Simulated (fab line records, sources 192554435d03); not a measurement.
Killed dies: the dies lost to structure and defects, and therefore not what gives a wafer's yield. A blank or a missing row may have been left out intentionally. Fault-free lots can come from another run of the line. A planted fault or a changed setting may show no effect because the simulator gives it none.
Chamber matching || flow n5-finfet || N5_FIN_CUT_ETCH_30 on rie-diel-03: 4 sister chambers
The step etches underlayer in N2/H2, target depth 13 nm, time 10.4 s. 16 wafers are shown with their chamber, then 8 later ones without.

== WAFERS, EACH WITH ITS CHAMBER ==
{"wafer": "L079.1", "chamber": 3, "showerhead-plenum-p-Torr (Torr)": 2.42, "drypump-motor-current-A (A)": 6.5, "oes-product-au (a.u.)": 0.61}
{"wafer": "L079.2", "chamber": 0, "showerhead-plenum-p-Torr (Torr)": 2.65, "drypump-motor-current-A (A)": 5.9, "oes-product-au (a.u.)": 0.60}
{"wafer": "L079.6", "chamber": 0, "showerhead-plenum-p-Torr (Torr)": 2.65, "drypump-motor-current-A (A)": 6.0, "oes-product-au (a.u.)": 0.61}
{"wafer": "L083.1", "chamber": 2, "showerhead-plenum-p-Torr (Torr)": 2.49, "drypump-motor-current-A (A)": 5.3, "oes-product-au (a.u.)": 0.78}
{"wafer": "L083.4", "chamber": 0, "showerhead-plenum-p-Torr (Torr)": 2.64, "drypump-motor-current-A (A)": 6.0, "oes-product-au (a.u.)": 0.60}
{"wafer": "L083.5", "chamber": 2, "showerhead-plenum-p-Torr (Torr)": 2.49, "drypump-motor-current-A (A)": 5.3, "oes-product-au (a.u.)": 0.78}
{"wafer": "L084.2", "chamber": 2, "showerhead-plenum-p-Torr (Torr)": 2.49, "drypump-motor-current-A (A)": 5.3, "oes-product-au (a.u.)": 0.76}
{"wafer": "L084.3", "chamber": 3, "showerhead-plenum-p-Torr (Torr)": 2.41, "drypump-motor-current-A (A)": 6.4, "oes-product-au (a.u.)": 0.60}
{"wafer": "L084.6", "chamber": 3, "showerhead-plenum-p-Torr (Torr)": 2.41, "drypump-motor-current-A (A)": 6.5, "oes-product-au (a.u.)": 0.60}
{"wafer": "L085.2", "chamber": 1, "showerhead-plenum-p-Torr (Torr)": 2.73, "drypump-motor-current-A (A)": 5.0, "oes-product-au (a.u.)": 0.83}
{"wafer": "L085.4", "chamber": 3, "showerhead-plenum-p-Torr (Torr)": 2.41, "drypump-motor-current-A (A)": 6.5, "oes-product-au (a.u.)": 0.59}
{"wafer": "L085.5", "chamber": 1, "showerhead-plenum-p-Torr (Torr)": 2.73, "drypump-motor-current-A (A)": 5.0, "oes-product-au (a.u.)": 0.84}
{"wafer": "L088.1", "chamber": 3, "showerhead-plenum-p-Torr (Torr)": 2.41, "drypump-motor-current-A (A)": 6.5, "oes-product-au (a.u.)": 0.59}
{"wafer": "L088.5", "chamber": 2, "showerhead-plenum-p-Torr (Torr)": 2.49, "drypump-motor-current-A (A)": 5.3, "oes-product-au (a.u.)": 0.75}
{"wafer": "L088.6", "chamber": 1, "showerhead-plenum-p-Torr (Torr)": 2.72, "drypump-motor-current-A (A)": 5.0, "oes-product-au (a.u.)": 0.81}
{"wafer": "L092.1", "chamber": 0, "showerhead-plenum-p-Torr (Torr)": 2.64, "drypump-motor-current-A (A)": 5.9, "oes-product-au (a.u.)": 0.59}

SIGNATURES (means of the wafers above)
{"reading": "showerhead-plenum-p-Torr", "chamber 0": 2.6450, "chamber 1": 2.7267, "chamber 2": 2.4900, "chamber 3": 2.4120, "scatter within a chamber": 0.00453}
{"reading": "drypump-motor-current-A", "chamber 0": 5.950, "chamber 1": 5.000, "chamber 2": 5.300, "chamber 3": 6.480, "scatter within a chamber": 0.0387}
{"reading": "oes-product-au", "chamber 0": 0.6000, "chamber 1": 0.8267, "chamber 2": 0.7675, "chamber 3": 0.5980, "scatter within a chamber": 0.0116}
Rule: for a wafer and a chamber, the distance is found by dividing, reading by reading, the gap between the wafer's reading and the chamber's mean by the reading's scatter, squaring, summing and taking the root. If the next closest chamber is less than 2 further off than the closest, the wafer can't be placed; otherwise it belongs to the closest. The scatter is the square root of a quotient: the sum, over the shown wafers, of each reading's squared deviation from its chamber's mean, divided by wafers minus chambers.

== WAFERS WITH NO CHAMBER GIVEN ==
{"wafer": "L092.2", "showerhead-plenum-p-Torr (Torr)": 2.72, "drypump-motor-current-A (A)": 5.0, "oes-product-au (a.u.)": 0.78}
{"wafer": "L092.4", "showerhead-plenum-p-Torr (Torr)": 2.41, "drypump-motor-current-A (A)": 6.5, "oes-product-au (a.u.)": 0.59}
{"wafer": "L093.2", "showerhead-plenum-p-Torr (Torr)": 2.64, "drypump-motor-current-A (A)": 6.0, "oes-product-au (a.u.)": 0.59}
{"wafer": "L093.3", "showerhead-plenum-p-Torr (Torr)": 2.72, "drypump-motor-current-A (A)": 5.0, "oes-product-au (a.u.)": 0.77}
{"wafer": "L093.4", "showerhead-plenum-p-Torr (Torr)": 2.41, "drypump-motor-current-A (A)": 6.5, "oes-product-au (a.u.)": 0.58}
{"wafer": "L095.2", "showerhead-plenum-p-Torr (Torr)": 2.48, "drypump-motor-current-A (A)": 5.3, "oes-product-au (a.u.)": 0.73}
{"wafer": "L095.5", "showerhead-plenum-p-Torr (Torr)": 2.63, "drypump-motor-current-A (A)": 6.0, "oes-product-au (a.u.)": 0.59}
{"wafer": "L095.6", "showerhead-plenum-p-Torr (Torr)": 2.40, "drypump-motor-current-A (A)": 6.5, "oes-product-au (a.u.)": 0.59}

== THE CHAMBER EACH PASSED THROUGH ==
{"wafer": "L092.2", "from the rows above": 1, "in truth": 1}
{"wafer": "L092.4", "from the rows above": 3, "in truth": 3}
{"wafer": "L093.2", "from the rows above": 0, "in truth": 0}
{"wafer": "L093.3", "from the rows above": 1, "in truth": 1}
{"wafer": "L093.4", "from the rows above": 3, "in truth": 3}
{"wafer": "L095.2", "from the rows above": 2, "in truth": 2}
{"wafer": "L095.5", "from the rows above": 0, "in truth": 0}
{"wafer": "L095.6", "from the rows above": 3, "in truth": 3}
Correctly placed: 8 of 8. Can't be placed from these rows: 0. Wrongly placed: 0.
